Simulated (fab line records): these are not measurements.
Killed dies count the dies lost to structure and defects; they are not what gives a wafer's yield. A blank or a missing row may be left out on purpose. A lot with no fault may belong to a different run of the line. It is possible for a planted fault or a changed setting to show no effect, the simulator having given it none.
A lot that was struck, set against a sound lot || flow nandHarc || 19 steps out of a route of 1302
Sound: wafers L145.2, L145.3, L145.5. Wafers L157.1, L157.2, L157.4 were the ones struck. At the end, the cause is stated.
For every step that has rows: the tool of each side, followed by ch and its chambers, followed by its first start. Under that, the readings that differ: sound wafers || struck wafers || difference of the means || sigmas: that difference in standard deviations of wafers without a fault.
alike: readings with means less than 2 such deviations apart, plus words and numbers identical on both sides. not compared: withheld readings, readings lacking a value on some wafer, bounds such as >300 that could conceal the same value, and numbers that have no deviation in the record and whose values overlap.
A row with sigmas, a row that says differs or no value, or rows on one side alone: a step with any of these is where the two part. Non-overlapping numbers with no deviation appear without sigmas and do not part them. A reading that every wafer of one side lacks parts them only if that side has two wafers or more.

NHARC_P_GATE_ETCHBACK_37: etches the open film in CHF3/O2, target depth 34.5 nm, time 17.2 s.
  sound on rieDiel-06 ch 0,1,3; struck on rieDiel-02 ch 1,2,3
  alike: biasW, drypumpMotorCurrentA, oesProductAu, rfFwdPowerW, rfVppV, showerheadPlenumPTorr, throttleValvePct
  not compared: rfHoursCounterH
NHARC_P_GATE_STRIP_101: strips in O2, time 20 s.
  sound on rieDiel-06 ch 0,1,3, day 10 02:16; struck on rieDiel-02 ch 1,2,3, day 15 05:21
  alike: drypumpMotorCurrentA, oesProductAu, rfVppV, showerheadPlenumPTorr, throttleValvePct
  not compared: rfHoursCounterH
then, 10 steps without rows for these wafers: NHARC_P_GATE_PRECLEAN_97 (cleans in SPM, time 600 s); NHARC_P_GATE_SRD_98; NHARC_P_GATE_PRECLEAN_99 (cleans in SC1); NHARC_P_GATE_SRD_100; NHARC_P_GATE_DEHYDRATE_38 (time 120 s); NHARC_P_GATE_HMDS_39 (time 30 s); NHARC_P_GATE_COAT_40; NHARC_P_GATE_SOFTBAKE_41 (time 95 s); NHARC_P_GATE_EBR_42; NHARC_P_GATE_EXPOSE_43 (exposes mask P NSD, target cd 720 nm).
NHARC_P_GATE_PEB_44: peb time 85 s.
  sound on lithoTrack-03 ch 0, day 10 02:58; struck on lithoTrack-07 ch 0, day 15 06:11
{"reading": "heaterPowerTotalW (W)", "sound": "163.84 164.50 163.76", "struck": "182.18 183.01 181.83", "difference": "+18.31", "sigmas": "+70"}
{"reading": "plateTempC (C)", "sound": "117.86 118.03 118.06", "struck": "128.20 128.17 128.38", "difference": "+10.27", "sigmas": "+79"}
  alike: exhaustPa
then, 1 step without rows for these wafers: NHARC_P_GATE_DEVELOP_45 (time 70 s).
NHARC_P_GATE_CD_MEAS_46 targets a cd of 720 nm.
  sound on cdSem-02 ch 0, day 10 03:03; struck on cdSem-01 ch 0, day 15 06:16
{"reading": "cdNm (nm)", "sound": "718.6 718.9 718.7", "struck": "732.8 731.5 729.0", "difference": "+12.4", "sigmas": "+8"}
then, 1 step without rows for these wafers: NHARC_P_GATE_HARDBAKE_47 (time 80 s).
NHARC_P_GATE_DESCUM_48: chemistry O2, time 3 s.
  sound on rieDiel-10 ch 2,3, day 10 03:13; struck on rieDiel-02 ch 0,2,3, day 15 06:26
{"reading": "model.P_GATE.cdNm (nm)", "sound": "718.4 718.6 718.2", "struck": "732.7 732.2 728.9", "difference": "+12.9", "sigmas": ""}
  alike: drypumpMotorCurrentA, oesProductAu, rfVppV, showerheadPlenumPTorr, throttleValvePct
  not compared: rfHoursCounterH
then, 2 steps without rows for these wafers: NHARC_P_GATE_IMPLANT_49; NHARC_END_SORT_01.

== WHERE THEY PART ==
Last at NHARC_P_GATE_CD_MEAS_46 as far as this record goes, first at NHARC_P_GATE_PEB_44. Later steps at which nothing parts them and some readings are alike: NHARC_P_GATE_DESCUM_48.

WHY: what the simulator had put in
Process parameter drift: lithoTrack-07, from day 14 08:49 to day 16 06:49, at NHARC_P_GATE_PEB_44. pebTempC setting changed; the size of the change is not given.
